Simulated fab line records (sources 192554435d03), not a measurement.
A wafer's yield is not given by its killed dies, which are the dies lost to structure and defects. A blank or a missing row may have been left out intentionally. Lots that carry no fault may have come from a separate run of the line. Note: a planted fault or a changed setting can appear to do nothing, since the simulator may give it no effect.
Matching of chambers | flow n5 finfet | ald sin-01 running N5_ILD0_LINER_00: 4 sister chambers
The step material SiNx, target thk 4 nm, pulse time 1 s, purge time 2 s. 18 wafers are shown with their chamber, then 9 later ones without.

WAFERS PAIRED WITH THEIR CHAMBERS
wafer  | chamber | heater power w (W) | chamber pressure Torr (Torr) | precursor pulse height rel
L074.1 | 2       | 803                | 1.995                        | 0.986
L074.4 | 0       | 781                | 2.006                        | 0.985
L074.6 | 2       | 826                | 1.998                        | 0.997
L075.1 | 2       | 823                | 2.006                        | 1.046
L075.2 | 1       | 1054               | 2.002                        | 0.957
L075.6 | 2       | 803                | 2.004                        | 0.966
L081.1 | 1       | 935                | 1.993                        | 1.014
L081.2 | 2       | 866                | 1.995                        | 1.033
L081.6 | 2       | 860                | 2.001                        | 0.995
L087.1 | 2       | 884                | 2.002                        | 1.000
L087.2 | 3       | 742                | 2.002                        | 0.977
L087.5 | 2       | 840                | 1.999                        | 0.977
L088.2 | 3       | 733                | 1.998                        | 1.005
L088.3 | 2       | 857                | 2.001                        | 0.986
L088.6 | 3       | 731                | 2.003                        | 1.022
L089.2 | 3       | 748                | 2.001                        | 1.002
L089.3 | 0       | 778                | 2.004                        | 1.003
L089.5 | 3       | 734                | 2.007                        | 1.031

SIGNATURES (averages over the wafers above)
reading                    | chamber 0 | chamber 1 | chamber 2 | chamber 3 | scatter within a chamber
heater power w             | 779.50    | 994.50    | 840.22    | 737.60    | 31.4
chamber pressure Torr      | 2.00500   | 1.99750   | 2.00011   | 2.00220   | 0.00376
precursor pulse height rel | 0.99400   | 0.98550   | 0.99844   | 1.00740   | 0.0251
Rule: a wafer lies at a distance from a chamber equal to the root of the sum of squares, over the readings, of (its reading less the chamber's mean, divided by the reading's scatter). The wafer belongs to the nearest chamber; if the next one is less than 2 further off, it can't be placed. How the scatter is found: for the shown wafers, subtract from each reading the mean of its chamber, square and add these, divide the total by (wafers less chambers), then take the root.

WAFERS WITHOUT THEIR CHAMBER
wafer  | heater power w (W) | chamber pressure Torr (Torr) | precursor pulse height rel
L090.2 | 869                | 1.990                        | 1.001
L090.4 | 759                | 2.006                        | 0.973
L090.6 | 851                | 1.998                        | 1.022
L091.2 | 964                | 2.002                        | 0.987
L091.5 | 859                | 2.005                        | 0.992
L091.6 | 736                | 1.997                        | 0.975
L093.2 | 732                | 2.001                        | 1.003
L093.4 | 874                | 1.999                        | 0.998
L093.6 | 741                | 1.996                        | 1.046

CHAMBER TAKEN BY EACH
wafer  | from the rows above          | in truth
L090.2 | can't be placed: 2 or 1      | 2
L090.4 | can't be placed: 0 or 3      | 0
L090.6 | can't be placed: 2 or 0      | 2
L091.2 | 1                            | 1
L091.5 | can't be placed: 2 or 0      | 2
L091.6 | can't be placed: 3 or 0 or 2 | 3
L093.2 | can't be placed: 3 or 0      | 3
L093.4 | 2                            | 2
L093.6 | can't be placed: 3 or 0 or 2 | 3
Correct placement for 2 of the 9. Can't be placed from these rows: 7 (the true chamber is among the candidates in 7). Wrongly placed: 0.
